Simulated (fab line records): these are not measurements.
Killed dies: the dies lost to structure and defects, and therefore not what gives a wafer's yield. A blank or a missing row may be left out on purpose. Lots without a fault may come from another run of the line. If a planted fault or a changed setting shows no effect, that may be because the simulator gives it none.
fab line records + flow nandHarc + part 1 of 2: steps 1 to 43 of 44
record:
- lots: 6
- wafers: 18
- lastDay: 33
route steps=1302 shown A_CONTACT@999 END@1302
lots that met no fault: from a run of the same line without faults
startH: start of the lot's first displayed wafer, in hours after the record's first day + waitH: hours from the lot's prior step to this one + " as in the row above + L1.1+2: one row covering several wafers at once + - no value, or no start was given + * or withheld: withheld + < > ~ a bound
route shown NAME@n: NAME is a module with steps in the file, n the number in the route of the first one + usual: mean/standard deviation taken from wafers without a fault + same: alike in all rows + chamber/n: place in a boat + sites: per-site readings + _std_site: how widely they spread, as a standard deviation + _edge_site: mean of outer sites minus mean of inner sites + radiusMm: how far each site lies from the wafer's centre + mask NAME#n: copy n + behind: the tool/chamber that last shaped the wafer + hold: the reason the lot was held/the length of the hold in hours/how it ended + device: which transistor (n, p or np) failed to switch + end of line: the tests these same wafers got at the end of their route + step lacking rows: just its recipe + killed: at the first sort, the dies lost to defects and structure; wafer yield is something else + map: shows each die of a wafer: x if killed, . if not, _ if none is there
set.NAME: the setting that was run; set.NAME@STEP: the one run at that earlier step + model.NAME: the simulator's own value behind a step, which no gauge read
lots seen at some steps along the route; tables by step, rows by wafer
services: a tool's chamber out of use, with start hour (startH, from the record's first day; less than 0 if before it), hours out, and reason
== steps ==
step: NHARC_A_CONTACT_INSPECT_44
usual:
- rawDefectCount: 76/37
| lot.wafer | tool             | chamber | startH | waitH | rawDefectCount |
|-----------|------------------|---------|--------|-------|----------------|
| L471.1    | defectInspect-01 | -       | 510.42 | 0.1   | 71             |
| L471.3    | "                | -       | "      | "     | 68             |
| L471.5    | "                | -       | "      | "     | 60             |
| L477.3    | defectInspect-02 | -       | 588.49 | 0.0   | 35             |
| L477.4    | "                | -       | "      | "     | 36             |
| L477.6    | "                | -       | "      | "     | 33             |
| L484.1    | defectInspect-01 | -       | 644.40 | 0.0   | 143            |
| L484.4    | "                | -       | "      | "     | 113            |
| L484.5    | "                | -       | "      | "     | 130            |
| L485.1    | defectInspect-01 | -       | 664.92 | 0.0   | 108            |
| L485.4    | "                | -       | "      | "     | 106            |
| L485.5    | "                | -       | "      | "     | 89             |
| L488.2    | defectInspect-02 | -       | 681.59 | 0.0   | 34             |
| L488.4    | "                | -       | "      | "     | 34             |
| L488.5    | "                | -       | "      | "     | 32             |
| L489.2    | defectInspect-01 | -       | 704.42 | 0.0   | 46             |
| L489.3    | "                | -       | "      | "     | 37             |
| L489.6    | "                | -       | "      | "     | 40             |
step: NHARC_A_CONTACT_DESCUM_47
recipe:
- timeS: 3
- o2FlowSccm: 200
- arFlowSccm: 0
- biasPowerW: 0
- chemistry: O2
step: NHARC_A_CONTACT_ETCH_48
recipe:
- targetDepthA: 390
- overEtchFrac: 0.3
- timeS: 65
- ionEnergyEv: 80
- cf4FlowSccm: 150
- arFlowSccm: 0
- rfW: 300
- biasW: 100
- chemistry: CF4
step: NHARC_A_CONTACT_ETCH_49
recipe:
- targetDepthA: 2600
- overEtchFrac: 0.3
- timeS: 475.3
- ionEnergyEv: 200
- n2FlowSccm: 150
- h2FlowSccm: 150
- arFlowSccm: 0
- rfW: 400
- biasW: 150
- chemistry: N2/H2
step: NHARC_A_CONTACT_ETCH_50
recipe:
- targetDepthA: 1210
- timeS: 60.5
- cf4FlowSccm: 100
- chf3FlowSccm: 30
- arFlowSccm: 0
- rfW: 500
- biasW: 200
- chemistry: CF4/CHF3
step: NHARC_A_CONTACT_ETCH_51
recipe:
- targetDepthA: 70000
- overEtchFrac: 0.3
- timeS: 1820
- ionEnergyEv: 150
- o2FlowSccm: 400
- cosFlowSccm: 20
- arFlowSccm: 0
- rfW: 500
- biasW: 300
- chemistry: O2/COS
step: NHARC_A_CONTACT_ETCH_111
recipe:
- sourceW: withheld
- pressureMtorr: 20
- biasV: withheld
- timeS: 140
- targetDepthA: 7000
- arFlowSccm: withheld
- c4f8FlowSccm: withheld
- o2FlowSccm: withheld
- chemistry: C4F8/O2/Ar
usual:
- chamberPressureMTorr: 20.000/0.019
| lot.wafer | tool          | chamber | startH | waitH | chamberPressureMTorr | rfHoursCounterH |
|-----------|---------------|---------|--------|-------|----------------------|-----------------|
| L471.1    | harCapEtch-03 | 0       | 513.05 | -     | 20.004               | 45              |
| L471.3    | "             | 0       | "      | "     | 19.994               | -               |
| L471.5    | "             | 1       | "      | "     | 20.000               | -               |
| L477.4    | harCapEtch-02 | 1       | 590.44 | -     | 20.034               | -               |
| L477.3    | "             | 0       | "      | "     | 20.008               | -               |
| L477.6    | "             | 1       | "      | "     | 20.031               | -               |
| L484.1    | harCapEtch-03 | 0       | 646.32 | -     | 20.009               | 71              |
| L484.4    | "             | 1       | "      | "     | 20.031               | -               |
| L484.5    | "             | 0       | "      | "     | 19.997               | -               |
| L485.1    | harCapEtch-03 | 0       | 666.85 | -     | 19.993               | 75              |
| L485.4    | "             | 0       | "      | "     | 20.016               | -               |
| L485.5    | "             | 0       | "      | "     | 20.007               | -               |
| L488.2    | harCapEtch-01 | 0       | 683.55 | -     | 19.998               | 29              |
| L488.4    | "             | 1       | "      | "     | 19.991               | -               |
| L488.5    | "             | 0       | "      | "     | 19.982               | -               |
| L489.2    | harCapEtch-01 | 0       | 706.33 | -     | 19.972               | 33              |
| L489.3    | "             | 0       | "      | "     | 19.959               | -               |
| L489.6    | "             | 0       | "      | "     | 19.998               | -               |
step: NHARC_A_CONTACT_ETCH_112
recipe:
- sourceW: withheld
- pressureMtorr: 20
- biasV: 3000
- timeS: 190
- targetDepthA: 18500
- arFlowSccm: withheld
- c4f8FlowSccm: withheld
- o2FlowSccm: withheld
- chemistry: C4F8/O2/Ar
step: NHARC_A_CONTACT_ETCH_113
recipe:
- sourceW: withheld
- pressureMtorr: 20
- biasV: 3000
- timeS: 190
- targetDepthA: 18500
- arFlowSccm: withheld
- c4f8FlowSccm: withheld
- o2FlowSccm: withheld
- chemistry: C4F8/O2/Ar
usual:
- chamberPressureMTorr: 19.998/0.018
| lot.wafer | tool          | chamber | startH | waitH | chamberPressureMTorr | rfHoursCounterH |
|-----------|---------------|---------|--------|-------|----------------------|-----------------|
| L471.1    | harCapEtch-03 | 0       | 513.54 | 0.2   | 19.992               | 45              |
| L471.3    | "             | 0       | "      | "     | 19.983               | -               |
| L471.5    | "             | 1       | "      | "     | 20.012               | -               |
| L477.4    | harCapEtch-02 | 1       | 590.80 | 0.1   | 19.995               | -               |
| L477.3    | "             | 0       | "      | "     | 19.999               | -               |
| L477.6    | "             | 1       | "      | "     | 19.985               | -               |
| L484.1    | harCapEtch-03 | 0       | 646.68 | 0.1   | 19.990               | 71              |
| L484.4    | "             | 1       | "      | "     | 19.988               | -               |
| L484.5    | "             | 0       | "      | "     | 19.986               | -               |
| L485.1    | harCapEtch-03 | 0       | 667.21 | 0.1   | 19.987               | 76              |
| L485.4    | "             | 0       | "      | "     | 19.971               | -               |
| L485.5    | "             | 0       | "      | "     | 20.003               | -               |
| L488.2    | harCapEtch-01 | 0       | 683.92 | 0.1   | 20.001               | 30              |
| L488.4    | "             | 1       | "      | "     | 19.973               | -               |
| L488.5    | "             | 0       | "      | "     | 19.973               | -               |
| L489.2    | harCapEtch-01 | 0       | 706.70 | 0.1   | 19.978               | 33              |
| L489.3    | "             | 0       | "      | "     | 19.961               | -               |
| L489.6    | "             | 0       | "      | "     | 19.977               | -               |
step: NHARC_A_CONTACT_ETCH_114
recipe:
- sourceW: withheld
- pressureMtorr: 20
- biasV: 3000
- timeS: 190
- targetDepthA: 18500
- arFlowSccm: withheld
- c4f8FlowSccm: withheld
- o2FlowSccm: withheld
- chemistry: C4F8/O2/Ar
step: NHARC_A_CONTACT_ETCH_115
recipe:
- sourceW: withheld
- pressureMtorr: 20
- biasV: 3000
- timeS: 190
- targetDepthA: 18500
- arFlowSccm: withheld
- c4f8FlowSccm: withheld
- o2FlowSccm: withheld
- chemistry: C4F8/O2/Ar
usual:
- chamberPressureMTorr: 20.001/0.02
| lot.wafer | tool          | chamber | startH | waitH | chamberPressureMTorr | rfHoursCounterH |
|-----------|---------------|---------|--------|-------|----------------------|-----------------|
| L471.1    | harCapEtch-03 | 0       | 513.99 | 0.2   | 19.997               | 45              |
| L471.3    | "             | 0       | "      | "     | 19.991               | -               |
| L471.5    | "             | 1       | "      | "     | 19.952               | -               |
| L477.4    | harCapEtch-02 | 1       | 591.14 | 0.1   | 19.965               | -               |
| L477.3    | "             | 0       | "      | "     | 20.025               | -               |
| L477.6    | "             | 1       | "      | "     | 20.021               | -               |
| L484.1    | harCapEtch-03 | 0       | 647.03 | 0.1   | 20.014               | 72              |
| L484.4    | "             | 1       | "      | "     | 20.000               | -               |
| L484.5    | "             | 0       | "      | "     | 19.976               | -               |
| L485.1    | harCapEtch-03 | 0       | 667.56 | 0.1   | 20.001               | 76              |
| L485.4    | "             | 0       | "      | "     | 20.008               | -               |
| L485.5    | "             | 0       | "      | "     | 20.028               | -               |
| L488.2    | harCapEtch-01 | 0       | 684.27 | 0.1   | 20.006               | 30              |
| L488.4    | "             | 1       | "      | "     | 20.023               | -               |
| L488.5    | "             | 0       | "      | "     | 19.983               | -               |
| L489.2    | harCapEtch-01 | 0       | 707.04 | 0.1   | 19.998               | 34              |
| L489.3    | "             | 0       | "      | "     | 19.997               | -               |
| L489.6    | "             | 0       | "      | "     | 19.986               | -               |
step: NHARC_A_CONTACT_ETCH_116
recipe:
- sourceW: withheld
- pressureMtorr: 20
- biasV: 3000
- timeS: 190
- targetDepthA: 18500
- arFlowSccm: withheld
- c4f8FlowSccm: withheld
- o2FlowSccm: withheld
- chemistry: C4F8/O2/Ar
usual:
- chamberPressureMTorr: 19.998/0.015
| lot.wafer | tool          | chamber | startH | waitH | chamberPressureMTorr | rfHoursCounterH |
|-----------|---------------|---------|--------|-------|----------------------|-----------------|
| L471.1    | harCapEtch-03 | 0       | 514.21 | 0.2   | 20.012               | 45              |
| L471.3    | "             | 0       | "      | "     | 19.990               | -               |
| L471.5    | "             | 1       | "      | "     | 19.992               | -               |
| L477.4    | harCapEtch-02 | 1       | 591.32 | 0.1   | 20.012               | -               |
| L477.3    | "             | 0       | "      | "     | 20.021               | -               |
| L477.6    | "             | 1       | "      | "     | 20.003               | -               |
| L484.1    | harCapEtch-03 | 0       | 647.20 | 0.1   | 19.994               | 72              |
| L484.4    | "             | 1       | "      | "     | 19.979               | -               |
| L484.5    | "             | 0       | "      | "     | 19.986               | -               |
| L485.1    | harCapEtch-03 | 0       | 667.73 | 0.1   | 20.012               | 76              |
| L485.4    | "             | 0       | "      | "     | 19.967               | -               |
| L485.5    | "             | 0       | "      | "     | 19.974               | -               |
| L488.2    | harCapEtch-01 | 0       | 684.44 | 0.1   | 20.000               | 30              |
| L488.4    | "             | 1       | "      | "     | 20.017               | -               |
| L488.5    | "             | 0       | "      | "     | 19.984               | -               |
| L489.2    | harCapEtch-01 | 0       | 707.21 | 0.1   | 20.018               | 34              |
| L489.3    | "             | 0       | "      | "     | 19.991               | -               |
| L489.6    | "             | 0       | "      | "     | 19.996               | -               |
step: NHARC_A_CONTACT_ETCH_117
recipe:
- sourceW: withheld
- pressureMtorr: 20
- biasV: 3000
- timeS: 190
- targetDepthA: 18500
- arFlowSccm: withheld
- c4f8FlowSccm: withheld
- o2FlowSccm: withheld
- chemistry: C4F8/O2/Ar
usual:
- chamberPressureMTorr: 19.998/0.018
| lot.wafer | tool          | chamber | startH | waitH | chamberPressureMTorr | rfHoursCounterH |
|-----------|---------------|---------|--------|-------|----------------------|-----------------|
| L471.1    | harCapEtch-03 | 0       | 514.44 | 0.2   | 19.988               | 46              |
| L471.3    | "             | 0       | "      | "     | 20.001               | -               |
| L471.5    | "             | 1       | "      | "     | 19.978               | -               |
| L477.4    | harCapEtch-02 | 1       | 591.49 | 0.1   | 19.990               | -               |
| L477.3    | "             | 0       | "      | "     | 20.001               | -               |
| L477.6    | "             | 1       | "      | "     | 20.003               | -               |
| L484.1    | harCapEtch-03 | 0       | 647.37 | 0.1   | 19.997               | 72              |
| L484.4    | "             | 1       | "      | "     | 20.020               | -               |
| L484.5    | "             | 0       | "      | "     | 19.997               | -               |
| L485.1    | harCapEtch-03 | 0       | 667.90 | 0.1   | 20.002               | 76              |
| L485.4    | "             | 0       | "      | "     | 19.961               | -               |
| L485.5    | "             | 0       | "      | "     | 19.974               | -               |
| L488.2    | harCapEtch-01 | 0       | 684.61 | 0.1   | 20.021               | 30              |
| L488.4    | "             | 1       | "      | "     | 20.008               | -               |
| L488.5    | "             | 0       | "      | "     | 20.017               | -               |
| L489.2    | harCapEtch-01 | 0       | 707.38 | 0.1   | 20.047               | 34              |
| L489.3    | "             | 0       | "      | "     | 20.003               | -               |
| L489.6    | "             | 0       | "      | "     | 19.997               | -               |
step: NHARC_A_CONTACT_ETCH_118
recipe:
- sourceW: withheld
- pressureMtorr: 20
- biasV: 3000
- timeS: 190
- targetDepthA: 18500
- arFlowSccm: withheld
- c4f8FlowSccm: withheld
- o2FlowSccm: withheld
- chemistry: C4F8/O2/Ar
step: NHARC_A_CONTACT_ETCH_119
recipe:
- sourceW: withheld
- pressureMtorr: 20
- biasV: 3000
- timeS: 190
- targetDepthA: 18500
- arFlowSccm: withheld
- c4f8FlowSccm: withheld
- o2FlowSccm: withheld
- chemistry: C4F8/O2/Ar
step: NHARC_A_CONTACT_ETCH_120
recipe:
- sourceW: withheld
- pressureMtorr: 20
- biasV: 3000
- timeS: 190
- targetDepthA: 18500
- arFlowSccm: withheld
- c4f8FlowSccm: withheld
- o2FlowSccm: withheld
- chemistry: C4F8/O2/Ar
step: NHARC_A_CONTACT_ETCH_121
recipe:
- sourceW: withheld
- pressureMtorr: 20
- biasV: 3000
- timeS: 190
- targetDepthA: 18500
- arFlowSccm: withheld
- c4f8FlowSccm: withheld
- o2FlowSccm: withheld
- chemistry: C4F8/O2/Ar
usual:
- chamberPressureMTorr: 20.000/0.018
| lot.wafer | tool          | chamber | startH | waitH | chamberPressureMTorr | rfHoursCounterH |
|-----------|---------------|---------|--------|-------|----------------------|-----------------|
| L471.1    | harCapEtch-03 | 0       | 515.36 | 0.2   | 20.027               | 46              |
| L471.3    | "             | 0       | "      | "     | 20.014               | -               |
| L471.5    | "             | 1       | "      | "     | 19.983               | -               |
| L477.4    | harCapEtch-02 | 1       | 592.17 | 0.1   | 20.020               | -               |
| L477.3    | "             | 0       | "      | "     | 20.008               | -               |
| L477.6    | "             | 1       | "      | "     | 20.047               | -               |
| L484.1    | harCapEtch-03 | 0       | 648.05 | 0.1   | 20.020               | 73              |
| L484.4    | "             | 1       | "      | "     | 20.002               | -               |
| L484.5    | "             | 0       | "      | "     | 19.998               | -               |
| L485.1    | harCapEtch-03 | 0       | 668.58 | 0.1   | 20.013               | 77              |
| L485.4    | "             | 0       | "      | "     | 20.006               | -               |
| L485.5    | "             | 0       | "      | "     | 19.999               | -               |
| L488.2    | harCapEtch-01 | 0       | 685.30 | 0.1   | 19.994               | 31              |
| L488.4    | "             | 1       | "      | "     | 20.036               | -               |
| L488.5    | "             | 0       | "      | "     | 19.986               | -               |
| L489.2    | harCapEtch-01 | 0       | 708.06 | 0.1   | 20.010               | 35              |
| L489.3    | "             | 0       | "      | "     | 20.002               | -               |
| L489.6    | "             | 0       | "      | "     | 20.000               | -               |
step: NHARC_A_CONTACT_ETCH_122
recipe:
- sourceW: withheld
- pressureMtorr: 20
- biasV: 3000
- timeS: 190
- targetDepthA: 18500
- arFlowSccm: withheld
- c4f8FlowSccm: withheld
- o2FlowSccm: withheld
- chemistry: C4F8/O2/Ar
step: NHARC_A_CONTACT_ETCH_123
recipe:
- sourceW: withheld
- pressureMtorr: 20
- biasV: 400
- timeS: 490
- targetDepthA: 21100
- arFlowSccm: withheld
- c4f8FlowSccm: 11.5
- o2FlowSccm: 7.2
- chemistry: C4F8/O2/Ar
step: NHARC_A_CONTACT_ETCH_90
recipe:
- targetDepthA: 400
- overEtchFrac: 0.5
- timeS: 85.7
- ionEnergyEv: 120
- ch3fFlowSccm: 50
- o2FlowSccm: 30
- arFlowSccm: 200
- rfW: 500
- biasW: 100
- chemistry: CH3F/O2
step: NHARC_A_CONTACT_ETCH_96
recipe:
- targetDepthA: 200
- overEtchFrac: 0.5
- timeS: 10
- ionEnergyEv: 250
- c4f6FlowSccm: 25
- o2FlowSccm: 20
- arFlowSccm: 500
- rfW: 600
- biasW: 500
- chemistry: C4F6/O2
step: NHARC_A_CONTACT_CD_MEAS_53
usual:
- cdNm: 289.5/0.85
| lot.wafer | tool     | chamber | startH | waitH | cdNm  |
|-----------|----------|---------|--------|-------|-------|
| L471.1    | cdSem-01 | -       | 517.14 | -     | 289.9 |
| L471.3    | "        | -       | "      | "     | 290.4 |
| L471.5    | "        | -       | "      | "     | 290.1 |
| L477.3    | cdSem-02 | -       | 593.69 | -     | 289.3 |
| L477.4    | "        | -       | "      | "     | 289.3 |
| L477.6    | "        | -       | "      | "     | 289.4 |
| L484.1    | cdSem-02 | -       | 649.59 | -     | 289.0 |
| L484.4    | "        | -       | "      | "     | 289.2 |
| L484.5    | "        | -       | "      | "     | 289.5 |
| L485.1    | cdSem-01 | -       | 670.08 | -     | 289.4 |
| L485.4    | "        | -       | "      | "     | 289.9 |
| L485.5    | "        | -       | "      | "     | 289.4 |
| L488.2    | cdSem-03 | -       | 686.84 | -     | 289.9 |
| L488.4    | "        | -       | "      | "     | 290.4 |
| L488.5    | "        | -       | "      | "     | 290.9 |
| L489.2    | cdSem-02 | -       | 709.61 | -     | 288.6 |
| L489.3    | "        | -       | "      | "     | 288.5 |
| L489.6    | "        | -       | "      | "     | 288.2 |
step: NHARC_A_CONTACT_STRIP_99
recipe:
- n2FlowSccm: 150
- h2FlowSccm: 150
- arFlowSccm: 0
- biasW: 0
- chemistry: N2/H2
step: NHARC_A_CONTACT_STRIP_100
recipe:
- cf4FlowSccm: 100
- chf3FlowSccm: 30
- arFlowSccm: 0
- biasW: 0
- chemistry: CF4/CHF3
step: NHARC_A_CONTACT_STRIP_101
recipe:
- o2FlowSccm: 400
- cosFlowSccm: 20
- arFlowSccm: 0
- biasW: 0
- chemistry: O2/COS
step: NHARC_A_CONTACT_ETCH_102
recipe:
- targetDepthA: 1000
- overetchA: 100
- timeS: 55
- ionEnergyEv: 100
- cf4FlowSccm: 80
- o2FlowSccm: 20
- arFlowSccm: 0
- rfW: 300
- biasW: 100
- chemistry: CF4/O2
step: NHARC_A_CONTACT_STRIP_55
recipe:
- o2FlowSccm: 500
- arFlowSccm: 0
- biasW: 0
- chemistry: O2
step: NHARC_A_CONTACT_STRIP_56
recipe:
- timeS: 600
- tempC: 30
- chemistry: postEtchResidueRemover
step: NHARC_A_CONTACT_DEP_57
recipe:
- targetThkA: 53000
- tempC: 400
- material: aC
step: NHARC_A_CONTACT_DEP_58
recipe:
- targetThkA: 900
- targetThkNm: 90
- tempC: 400
- pressureTorr: 3.5
- flowSccm: 200
- rfW: 350
- material: SiON
step: NHARC_A_CONTACT_DEHYDRATE_59
recipe:
- tempC: 150
- timeS: 120
step: NHARC_A_CONTACT_HMDS_60
recipe:
- timeS: 30
step: NHARC_A_CONTACT_COAT_61
recipe:
- tempC: 260
- timeS: 75
step: NHARC_A_CONTACT_COAT_62
recipe:
- tempC: 225
- timeS: 65
step: NHARC_A_CONTACT_COAT_63
recipe:
- spinRpm: 1500
- resistThkNm: 90
step: NHARC_A_CONTACT_SOFTBAKE_64
recipe:
- tempC: 105
- timeS: 55
step: NHARC_A_CONTACT_EBR_65
step: NHARC_A_CONTACT_EXPOSE_66
recipe:
- na: 1.35
- sigmaOuter: 0.8
- doseMj: 59.02
- maskId: A_CC_2
step: NHARC_A_CONTACT_PEB_67
recipe:
- pebTempC: 100
- pebTimeS: 65
step: NHARC_A_CONTACT_DEVELOP_68
recipe:
- developTimeS: 35
- devTempC: 23
step: NHARC_A_CONTACT_CD_MEAS_69
recipe:
- targetCdNm: 300
- landingEnergyEv: 500
usual:
- cdNm: 299.8/0.5
| lot.wafer | tool     | chamber | startH | waitH | cdNm  |
|-----------|----------|---------|--------|-------|-------|
| L471.1    | cdSem-03 | 0       | 522.17 | -     | 300.4 |
| L471.3    | "        | 0       | "      | "     | 299.5 |
| L471.5    | "        | 0       | "      | "     | 299.7 |
| L477.3    | cdSem-02 | 0       | 601.29 | -     | 299.7 |
| L477.4    | "        | 0       | "      | "     | 300.1 |
| L477.6    | "        | 0       | "      | "     | 299.9 |
| L484.1    | cdSem-01 | 0       | 654.43 | -     | 299.5 |
| L484.4    | "        | 0       | "      | "     | 299.4 |
| L484.5    | "        | 0       | "      | "     | 299.4 |
| L485.1    | cdSem-01 | 0       | 680.50 | -     | 299.8 |
| L485.4    | "        | 0       | "      | "     | 300.6 |
| L485.5    | "        | 0       | "      | "     | 300.2 |
| L488.2    | cdSem-02 | 0       | 695.80 | -     | 300.1 |
| L488.4    | "        | 0       | "      | "     | 299.5 |
| L488.5    | "        | 0       | "      | "     | 299.4 |
| L489.2    | cdSem-03 | 0       | 714.64 | -     | 299.0 |
| L489.3    | "        | 0       | "      | "     | 299.1 |
| L489.6    | "        | 0       | "      | "     | 299.3 |
step: NHARC_A_CONTACT_OVL_MEAS_70
usual:
- overlayXNm: 0.3/0.99
- overlayYNm: 0.2/1.1
| lot.wafer | tool       | chamber | startH | waitH | overlayXNm | overlayYNm |
|-----------|------------|---------|--------|-------|------------|------------|
| L471.1    | overlay-01 | -       | 522.26 | -     | -0.8       | 2.2        |
| L471.3    | "          | -       | "      | "     | -0.6       | 2.6        |
| L471.5    | "          | -       | "      | "     | -0.5       | 1.9        |
| L477.3    | overlay-01 | -       | 601.38 | -     | -1.0       | -0.4       |
| L477.4    | "          | -       | "      | "     | -1.0       | -0.8       |
| L477.6    | "          | -       | "      | "     | -1.2       | -0.3       |
| L484.1    | overlay-02 | -       | 654.52 | -     | -0.3       | -1.6       |
| L484.4    | "          | -       | "      | "     | -0.5       | -1.2       |
| L484.5    | "          | -       | "      | "     | -0.6       | -1.4       |
| L485.1    | overlay-02 | -       | 680.59 | -     | 0.9        | -0.8       |
| L485.4    | "          | -       | "      | "     | 0.2        | -1.3       |
| L485.5    | "          | -       | "      | "     | 0.4        | -0.6       |
| L488.2    | overlay-02 | -       | 695.89 | -     | 1.7        | -1.3       |
| L488.4    | "          | -       | "      | "     | 1.3        | -1.0       |
| L488.5    | "          | -       | "      | "     | 1.5        | -1.1       |
| L489.2    | overlay-02 | -       | 714.72 | -     | 0.1        | 1.8        |
| L489.3    | "          | -       | "      | "     | -0.2       | 2.2        |
| L489.6    | "          | -       | "      | "     | 0.4        | 1.9        |
step: NHARC_A_CONTACT_DESCUM_74
recipe:
- timeS: 3
- o2FlowSccm: 200
- arFlowSccm: 0
- biasPowerW: 0
- chemistry: O2
usual:
- chamberPressureMTorr: 60.00/0.051
- drypumpMotorCurrentA: 5.6/0.45
- oesProductAu: 1.000/0.0098
- rfVppV: 57.7/0.93
- showerheadPlenumPTorr: 1.89/0.077
- throttleValvePct: 11.311/0.0093
| lot.wafer | tool       | chamber | startH | waitH | hold                    | chamberPressureMTorr | drypumpMotorCurrentA | oesProductAu | rfHoursCounterH | rfVppV | showerheadPlenumPTorr | throttleValvePct |
|-----------|------------|---------|--------|-------|-------------------------|----------------------|----------------------|--------------|-----------------|--------|-----------------------|------------------|
| L471.3    | rieDiel-04 | 0       | 522.50 | 0.2   | -                       | 60.00                | 5.5                  | 1.001        | 28              | 57.8   | 1.86                  | 11.311           |
| L471.1    | "          | 1       | "      | "     | -                       | 59.93                | 5.2                  | 0.985        | 29              | 55.8   | 1.80                  | 11.309           |
| L471.5    | "          | 1       | "      | "     | -                       | 59.98                | 5.2                  | 0.986        | -               | 57.9   | 1.80                  | 11.314           |
| L477.4    | rieDiel-04 | 1       | 601.48 | 0.1   | -                       | 60.01                | 5.2                  | 0.986        | 10              | 58.3   | 1.80                  | 11.316           |
| L477.3    | "          | 2       | "      | "     | -                       | 60.03                | 5.7                  | 1.012        | 9               | 57.6   | 1.89                  | 11.314           |
| L477.6    | "          | 2       | "      | "     | -                       | 59.97                | 5.7                  | 1.020        | -               | 58.6   | 1.89                  | 11.316           |
| L484.1    | rieDiel-04 | 3       | 659.46 | 4.7   | awaitDispo/4.7h/release | 59.99                | 5.7                  | 0.996        | 18              | 57.6   | 1.89                  | 11.315           |
| L484.4    | "          | 0       | "      | "     | awaitDispo/4.7h/release | 60.00                | 5.4                  | 1.004        | 16              | 58.5   | 1.86                  | 11.307           |
| L484.5    | "          | 3       | "      | "     | awaitDispo/4.7h/release | 60.08                | 5.7                  | 1.008        | -               | 58.4   | 1.89                  | 11.312           |
| L485.4    | rieDiel-04 | 3       | 690.81 | 10.0  | awaitDispo/9.9h/release | 59.95                | 5.7                  | 1.002        | 23              | 57.2   | 1.89                  | 11.302           |
| L485.1    | "          | 0       | "      | "     | awaitDispo/9.9h/release | 59.97                | 5.5                  | 1.003        | 21              | 57.5   | 1.85                  | 11.314           |
| L485.5    | "          | 0       | "      | "     | awaitDispo/9.9h/release | 60.01                | 5.5                  | 0.994        | -               | 56.9   | 1.85                  | 11.318           |
| L488.4    | rieDiel-11 | 2       | 696.00 | 0.1   | -                       | 59.93                | 5.3                  | 1.008        | 26              | 58.7   | 1.82                  | 11.302           |
| L488.2    | "          | 3       | "      | "     | -                       | 59.94                | 6.2                  | 0.994        | 25              | 59.1   | 2.03                  | 11.326           |
| L488.5    | "          | 0       | "      | "     | -                       | 60.00                | 6.0                  | 0.996        | -               | 59.1   | 2.01                  | 11.322           |
| L489.2    | rieDiel-13 | 0       | 714.83 | 0.1   | -                       | 60.03                | 6.5                  | 1.017        | 2               | 57.2   | 1.84                  | 11.312           |
| L489.3    | "          | 3       | "      | "     | -                       | 60.02                | 5.3                  | 1.001        | 2               | 59.3   | 2.03                  | 11.288           |
| L489.6    | "          | 1       | "      | "     | -                       | 59.93                | 4.8                  | 1.000        | -               | 57.6   | 1.83                  | 11.315           |
